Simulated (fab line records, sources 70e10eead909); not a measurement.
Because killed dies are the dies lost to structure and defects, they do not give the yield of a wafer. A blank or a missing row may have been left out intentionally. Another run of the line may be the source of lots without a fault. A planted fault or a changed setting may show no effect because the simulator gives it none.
Chamber matching    flow nandHarc    NHARC_A_STAIRCASE_DESCUM_291 on rieDiel-01: 4 sister chambers
The step chemistry O2, time 3 s. 4 wafers are shown with their chamber, then 9 later ones without.

EACH WAFER AND ITS CHAMBER
wafer   chamber  showerheadPlenumPTorr (Torr)
L082.3  1        2.01
L082.6  0        1.97
L088.4  2        1.87
L088.6  3        1.92

WAFERS WHOSE CHAMBER IS MISSING
wafer   showerheadPlenumPTorr (Torr)
L090.1  1.87
L090.2  1.96
L090.6  1.87
L089.1  1.96
L089.2  1.92
L089.4  1.87
L096.2  2.00
L096.5  1.96
L096.6  2.00

WHICH CHAMBER EACH WENT THROUGH
wafer   from the rows above  in truth
L090.1  2                    2
L090.2  0                    0
L090.6  2                    2
L089.1  0                    0
L089.2  3                    3
L089.4  2                    2
L096.2  1                    1
L096.5  0                    0
L096.6  1                    1
Correct placement for 9 of the 9. Not placeable from these rows: 0. 0 placed wrongly.
How it was worked out, from the rows above alone: a wafer's distance from a chamber is the root of the sum, over the readings, of the square of ((its reading less the chamber's mean) divided by the reading's scatter). If the next closest chamber is less than 2 further off than the closest, the wafer can't be placed; otherwise it belongs to the closest. A chamber's mean is the mean of its shown wafers. The scatter: with one shown wafer a chamber, the root of the mean of the squares of how far each hidden wafer lies from its nearest shown one.
